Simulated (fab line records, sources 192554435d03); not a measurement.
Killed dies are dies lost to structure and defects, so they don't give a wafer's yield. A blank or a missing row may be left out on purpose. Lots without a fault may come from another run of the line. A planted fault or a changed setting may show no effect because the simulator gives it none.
Chamber matching | flow n5_finfet | N5_BEOL_M0_CUTY_ETCH_63 on rie_diel-02: 4 sister chambers
The step etches SOC in N2/H2, target depth 82.7 nm, overetch 16.5 nm, time 124 s. 14 wafers are shown with their chamber, then 7 later ones without.

WAFERS WITH THEIR CHAMBER
wafer  | chamber | drypump_motor_current_A (A) | throttle_valve_pct (%) | showerhead_plenum_p_Torr (Torr)
L076.2 | 0       | 5.5                         | 17.89                  | 2.40
L076.4 | 2       | 6.1                         | 17.64                  | 2.67
L076.5 | 0       | 5.5                         | 17.88                  | 2.40
L079.1 | 1       | 6.5                         | 17.98                  | 2.63
L079.3 | 3       | 5.9                         | 17.59                  | 2.45
L079.5 | 2       | 6.1                         | 17.64                  | 2.67
L081.1 | 1       | 6.5                         | 17.98                  | 2.63
L081.2 | 3       | 5.9                         | 17.59                  | 2.45
L081.3 | 2       | 6.2                         | 17.67                  | 2.67
L088.2 | 2       | 6.1                         | 17.69                  | 2.66
L088.3 | 0       | 5.5                         | 17.49                  | 2.71
L088.5 | 0       | 5.5                         | 17.48                  | 2.71
L090.1 | 1       | 6.5                         | 18.03                  | 2.62
L090.2 | 2       | 6.1                         | 17.68                  | 2.66

SIGNATURES (means of the wafers above)
reading                  | chamber 0 | chamber 1 | chamber 2 | chamber 3 | scatter within a chamber
drypump_motor_current_A  | 5.500     | 6.500     | 6.120     | 5.900     | 0.0283
throttle_valve_pct       | 17.6850   | 17.9967   | 17.6640   | 17.5900   | 0.128
showerhead_plenum_p_Torr | 2.5550    | 2.6267    | 2.6660    | 2.4500    | 0.0981
Rule: a wafer's distance from a chamber is the root of the sum, over the readings, of the square of ((its reading less the chamber's mean) divided by the reading's scatter). The wafer belongs to the nearest chamber; if the next one is less than 2 further off, it can't be placed. The scatter: the root of (the sum of the squares of (reading less its chamber's mean) over the shown wafers, divided by (wafers less chambers)).

WAFERS WITHOUT THEIR CHAMBER
wafer  | drypump_motor_current_A (A) | throttle_valve_pct (%) | showerhead_plenum_p_Torr (Torr)
L090.3 | 5.5                         | 17.48                  | 2.71
L091.3 | 5.5                         | 17.51                  | 2.71
L091.4 | 6.5                         | 18.03                  | 2.62
L091.6 | 6.5                         | 18.02                  | 2.62
L093.1 | 6.5                         | 18.03                  | 2.62
L093.4 | 5.5                         | 17.51                  | 2.71
L093.6 | 5.9                         | 17.64                  | 2.44

WHICH CHAMBER EACH WENT THROUGH
wafer  | from the rows above | in truth
L090.3 | 0                   | 0
L091.3 | 0                   | 0
L091.4 | 1                   | 1
L091.6 | 1                   | 1
L093.1 | 1                   | 1
L093.4 | 0                   | 0
L093.6 | 3                   | 3
Placed correctly: 7 of 7. Can't be placed from these rows: 0. Placed wrongly: 0.
